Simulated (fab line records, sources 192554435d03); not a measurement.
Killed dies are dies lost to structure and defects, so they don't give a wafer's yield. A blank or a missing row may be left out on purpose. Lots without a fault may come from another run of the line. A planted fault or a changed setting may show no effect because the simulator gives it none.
Chamber matching | flow n5_finfet | N5_HKMG_FIN_ALD_74 on ald_hk-01: 4 sister chambers
The step deposits La2O3, target thk 0.5 nm, pulse time 6 s, co reactant pulse time 1 s. 4 wafers are shown with their chamber, then 10 later ones without.

WAFERS WITH THEIR CHAMBER
wafer  | chamber | heater_power_w (W)
L091.1 | 1       | 369
L093.1 | 2       | 402
L094.1 | 0       | 333
L094.4 | 3       | 310

WAFERS WITHOUT THEIR CHAMBER
wafer  | heater_power_w (W)
L094.6 | 364
L095.3 | 346
L095.4 | 304
L095.6 | 399
L096.1 | 396
L096.2 | 327
L096.3 | 314
L097.2 | 379
L097.3 | 339
L097.4 | 317

WHICH CHAMBER EACH WENT THROUGH
wafer  | from the rows above     | in truth
L094.6 | 1                       | 1
L095.3 | can't be placed: 0 or 1 | 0
L095.4 | 3                       | 3
L095.6 | 2                       | 2
L096.1 | 2                       | 2
L096.2 | can't be placed: 0 or 3 | 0
L096.3 | 3                       | 3
L097.2 | can't be placed: 1 or 2 | 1
L097.3 | 0                       | 0
L097.4 | can't be placed: 3 or 0 | 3
Placed correctly: 6 of 10. Can't be placed from these rows: 4 (the true chamber is among the candidates in 4). Placed wrongly: 0.
How it was worked out, from the rows above alone: a wafer's distance from a chamber is the root of the sum, over the readings, of the square of ((its reading less the chamber's mean) divided by the reading's scatter). The wafer belongs to the nearest chamber; if the next one is less than 2 further off, it can't be placed. A chamber's mean is the mean of its shown wafers. The scatter: with one shown wafer a chamber, the root of the mean of the squares of how far each hidden wafer lies from its nearest shown one.
